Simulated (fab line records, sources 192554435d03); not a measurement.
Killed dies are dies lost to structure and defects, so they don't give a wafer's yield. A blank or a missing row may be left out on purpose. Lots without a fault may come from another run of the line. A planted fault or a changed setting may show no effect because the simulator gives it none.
Which tool did it? | flow n5_finfet | 10 lots, 30 wafers sampled, at 3 steps of a route of 1938

WHAT THE GAUGES READ, wafer by wafer
N5_BEOL_M7_CD_MEAS_11: target cd 38.5 nm.
lot  | measured     | on        | cd_nm (nm)
L277 | day 9 17:49  | cd_sem-02 | 39.1 37.7 39.2
L279 | day 10 08:53 | cd_sem-01 | 38.4 38.7 38.3
L281 | day 10 12:49 | cd_sem-03 | 38.8 38.2 38.4
L284 | day 11 00:05 | cd_sem-01 | 38.8 38.3 38.5
L287 | day 11 21:11 | cd_sem-01 | 38.5 39.8 39.4
L286 | day 12 03:06 | cd_sem-02 | 39.1 38.2 38.3
L295 | day 13 17:29 | cd_sem-03 | 38.0 38.3 37.8
L294 | day 13 19:04 | cd_sem-03 | 39.2 39.6 38.4
L297 | day 14 13:57 | cd_sem-03 | 39.3 39.1 38.3
L300 | day 15 04:46 | cd_sem-03 | 38.8 38.5 39.4

WHICH TOOL RAN EACH LOT (tool, then ch and the chambers of the sampled wafers, then the start)
lot  | N5_BEOL_M7_ILD_DEP_00           | N5_BEOL_M7_PECVD_70
L277 | pecvd-01 ch 1,2, day 9 15:43    | pecvd-04 ch 0,1,2, day 9 16:19
L279 | pecvd-03 ch 0,1, day 10 06:54   | pecvd-04 ch 1,2, day 10 07:32
L281 | pecvd-01 ch 0,1,2, day 10 10:37 | pecvd-01 ch 0,1,2, day 10 11:13
L284 | pecvd-03 ch 0,2, day 10 20:40   | pecvd-03 ch 0,2, day 10 21:17
L287 | pecvd-01 ch 0,1, day 11 19:05   | pecvd-04 ch 0,1,2, day 11 20:11
L286 | pecvd-01 ch 0,1, day 11 22:44   | pecvd-01 ch 1,2, day 12 01:13
L295 | pecvd-03 ch 0,1,2, day 13 15:20 | pecvd-03 ch 0,1,2, day 13 16:25
L294 | pecvd-03 ch 0,1, day 13 16:59   | pecvd-04 ch 0,1, day 13 17:49
L297 | pecvd-03 ch 0,1,2, day 14 11:25 | pecvd-01 ch 0,1, day 14 12:01
L300 | pecvd-01 ch 0,1,2, day 15 02:13 | pecvd-03 ch 0,1,2, day 15 02:50
- N5_BEOL_M7_ILD_DEP_00: deposits SiCOH lowk from DEMS/porogen, target thk 179.75 nm, time 33.4 s.
- N5_BEOL_M7_PECVD_70: deposits SiO2 from TEOS/O2, target thk 20 nm, time 22.7 s.

WHAT THE TOOLS THEMSELVES READ (means of the sampled wafers that have a number; where no wafer has one, the mark that the record gives instead)
N5_BEOL_M7_ILD_DEP_00.
lot  | tool     | heater_power_w (W) | showerhead_plenum_p_Torr (Torr) | throttle_valve_pct (%)
L277 | pecvd-01 | 332                | 5.744                           | 13.4
L279 | pecvd-03 | 319                | 5.759                           | 13.8
L281 | pecvd-01 | 297                | 5.757                           | 14.3
L284 | pecvd-03 | 322                | 5.736                           | 13.1
L287 | pecvd-01 | 303                | 5.759                           | 15.4
L286 | pecvd-01 | 256                | 5.760                           | 15.2
L295 | pecvd-03 | 328                | 5.744                           | 13.5
L294 | pecvd-03 | 360                | 5.740                           | 13.9
L297 | pecvd-03 | 318                | 5.750                           | 13.6
L300 | pecvd-01 | 288                | 5.755                           | 14.4

N5_BEOL_M7_PECVD_70.
lot  | tool     | heater_power_w (W) | showerhead_plenum_p_Torr (Torr) | throttle_valve_pct (%)
L277 | pecvd-04 | 772                | 8.78                            | 23.1
L279 | pecvd-04 | 755                | 8.75                            | 23.0
L281 | pecvd-01 | 679                | 8.85                            | 23.0
L284 | pecvd-03 | 722                | 8.76                            | 21.3
L287 | pecvd-04 | 665                | 8.78                            | 23.0
L286 | pecvd-01 | 718                | 8.83                            | 21.6
L295 | pecvd-03 | 746                | 8.82                            | 21.9
L294 | pecvd-04 | 693                | 8.78                            | 23.2
L297 | pecvd-01 | 623                | 8.86                            | 24.7
L300 | pecvd-03 | 691                | 8.81                            | 22.0

THE ANSWER, worked out from the rows above alone
Rule: what is usual is taken from the lots themselves. Put in order of their means at a reading, lots are off if they are a third of the lots or fewer, leave a main group of 4 or more, and stand apart from it by a gap of 3 or more times the standard deviation of the main group's means; of several such gaps the widest counts. A main group whose means are all the same, to the digits that the tables above print for the reading, isn't used. A lot without any number at a reading at which 4 lots or more have one is off too. The other lots that the step has rows for count as sound. The gauges are gone through in route order, then the tools' own readings, and for those a lot's mean is taken as printed above. The first step at which some lot is off is used, and at that step the reading that is off furthest; a lot without a number counts as furthest.
No lot is off at any reading shown: from this, nothing can be told.

WHAT THE SIMULATOR HAD PUT IN
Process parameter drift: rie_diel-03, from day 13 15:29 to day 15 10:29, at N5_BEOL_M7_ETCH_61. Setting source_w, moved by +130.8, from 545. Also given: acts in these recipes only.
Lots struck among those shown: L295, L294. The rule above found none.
